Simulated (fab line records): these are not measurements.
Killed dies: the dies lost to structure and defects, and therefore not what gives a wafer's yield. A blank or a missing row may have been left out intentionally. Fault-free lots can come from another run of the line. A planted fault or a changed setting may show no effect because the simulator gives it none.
Chamber matching    flow n5 finfet    N5_HKMG_FIN_CMP_94 on cmp-03 has 4 sister chambers
The step polishes, stops on SiNx, t overpolish 4.7 s, target thk 43.299 nm. 14 wafers are shown with their chamber, then 7 later ones without.

EACH WAFER AND ITS CHAMBER
wafer   chamber  motor current A (A)  pad life wafers
L074.1  1        15.9                 1755
L074.2  3        11.2                 1753
L075.2  1        15.7                 1851
L075.3  3        11.2                 1849
L077.2  1        15.7                 1917
L077.3  3        11.3                 1915
L086.2  0        12.5                 237
L086.4  2        11.4                 235
L089.3  1        15.9                 333
L089.4  2        11.1                 330
L090.2  2        10.9                 386
L093.3  3        11.1                 480
L093.4  2        10.9                 483
L094.2  1        15.5                 530

SIGNATURES (means of the wafers above)
reading          chamber 0  chamber 1  chamber 2  chamber 3  scatter within a chamber
motor current A  12.500     15.740     11.075     11.200     0.173
pad life wafers  237.00     1277.20    358.50     1499.25    620
Rule: for a wafer and a chamber, the distance is found by dividing, reading by reading, the gap between the wafer's reading and the chamber's mean by the reading's scatter, squaring, summing and taking the root. If the next closest chamber is less than 2 further off than the closest, the wafer can't be placed; otherwise it belongs to the closest. The scatter: the root of (the sum of the squares of (reading less its chamber's mean) over the shown wafers, divided by (wafers less chambers)).

WAFERS WITH NO CHAMBER GIVEN
wafer   motor current A (A)  pad life wafers
L094.3  13.0                 529
L095.4  11.4                 600
L096.2  15.1                 638
L096.3  11.8                 639
L097.1  12.0                 690
L097.3  11.3                 693
L097.4  10.9                 692

EACH ONE'S CHAMBER
wafer   from the rows above           in truth
L094.3  0                             0
L095.4  can't be placed: 3 or 2       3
L096.2  1                             1
L096.3  can't be placed: 3 or 0 or 2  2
L097.1  can't be placed: 0 or 3       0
L097.3  can't be placed: 2 or 3       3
L097.4  can't be placed: 2 or 3       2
Placed correctly: 2 of 7. From these rows, 5 cannot be placed; in 5 the true chamber is one of the candidates. Wrongly placed: 0.
